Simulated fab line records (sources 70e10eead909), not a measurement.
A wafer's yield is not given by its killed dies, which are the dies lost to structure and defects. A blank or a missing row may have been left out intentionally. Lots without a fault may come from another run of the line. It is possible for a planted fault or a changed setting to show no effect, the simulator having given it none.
Struck lot and sound lot, side by side :: flow nand-harc :: 12 out of 1159 route steps
Sound: wafers L782.1, L782.4, L782.6. Struck: wafers L780.1, L780.2. The cause is given at the end.
For every step that has rows: the tool of each side, followed by ch and its chambers, followed by its first start. Under that, the readings that differ: sound wafers :: struck wafers :: difference of the means :: sigmas: that difference in standard deviations of wafers without a fault.
alike: readings with means less than 2 such deviations apart, plus words and numbers identical on both sides. not compared: withheld readings, readings lacking a value on some wafer, bounds such as >300 that could conceal the same value, and numbers that have no deviation in the record and whose values overlap.
The two part at a step that has a row with sigmas, a row that says differs or no value, or rows on one side only. Non-overlapping numbers with no deviation appear without sigmas and do not part them. A reading that every wafer of one side lacks parts them only if that side has two wafers or more.

first, 1 step without rows for these wafers: NHARC_A_WL_FILL_ALD_02 (deposits TiN, target thk 2 nm, pulse time 3 s, ald cycles 100).
NHARC_A_WL_FILL_CVD_03: deposits W, target thk 40 nm, time 3302 s.
  sound on cvd-w-01 ch 1, day 19 20:45; struck on cvd-w-02 ch 0,1, day 19 06:35
  alike: heater-power-w, throttle-valve-pct
  not compared: since-wet-clean-h
then, 1 step without rows for these wafers: NHARC_A_WL_FILL_ETCHBACK_04 (etches the open film in NF3, target depth 60 nm, time 120 s).
NHARC_A_WL_FILL_ETCHBACK_05: etches the open film in Cl2/BCl3, target depth 22 nm, time 60 s.
  sound on rie-metal-02 ch 1, day 20 03:07; struck on rie-metal-03 ch 0,1, day 19 10:11
  alike: chamber-pressure-mTorr, drypump-motor-current-A, oes-product-au, run-length-s
  not compared: rf-hours-counter-h
NHARC_A_WL_FILL_STRIP_27: strips in N2/H2, time 20 s.
  sound on plasma-asher-02 ch 0,1, day 20 03:36; struck on plasma-asher-01 ch 0,1, day 19 10:46
  alike: drypump-motor-current-A, heater-power-w
  not compared: rf-hours-counter-h
then, 4 steps without rows for these wafers: NHARC_A_WL_FILL_STRIP_28 (strips in post etch residue remover, time 1200 s); NHARC_A_WL_FILL_PRECLEAN_06 (cleans in DIW, time 300 s); NHARC_A_WL_FILL_SRD_07; NHARC_A_WL_FILL_ANNEAL_08 (time 1800 s).
NHARC_A_WL_FILL_ALD_10: deposits SiO2, target thk 50 nm, pulse time 10 s, ald cycles 500.
  sound on ald-hk-03 ch 1,3, day 20 09:30; struck on ald-hk-01 ch 1,3, day 19 17:13
  alike: heater-power-w, precursor-pulse-height-rel
  not compared: since-wet-clean-h
NHARC_A_WL_FILL_ETCHBACK_16: etches the open film in C4F8/O2/Ar, target depth 88 nm, time 17.6 s.
  sound on rie-diel-06 ch 0,1,2, day 20 14:06; struck on rie-diel-09 ch 0,2, day 19 21:21
reading: bias-w (W)
sound: 801.3 801.7 797.6
struck: - -
difference: no value on the struck wafers
sigmas: 

reading: run-length-s (s)
sound: 38.5 38.6 38.9
struck: 25.7 25.2
difference: -13.2
sigmas: -28
  alike: chamber-pressure-mTorr, oes-product-au, rf-vpp-V
  not compared: rf-hours-counter-h
NHARC_A_WL_FILL_STRIP_29: strips in O2, time 20 s.
  sound on rie-diel-06 ch 0,2, day 20 14:11; struck on rie-diel-09 ch 0,3, day 19 21:28
  alike: chamber-pressure-mTorr, drypump-motor-current-A, oes-product-au, rf-vpp-V, showerhead-plenum-p-Torr, throttle-valve-pct
  not compared: rf-hours-counter-h

WHERE THEY PART
NHARC_A_WL_FILL_ETCHBACK_16 only, going by this record. Later steps at which nothing parts them and some readings are alike: NHARC_A_WL_FILL_STRIP_29.

WHY: what the simulator had put in
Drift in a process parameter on rie-diel-09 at NHARC_A_WL_FILL_ETCHBACK_16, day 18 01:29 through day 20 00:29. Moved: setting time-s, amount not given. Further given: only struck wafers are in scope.
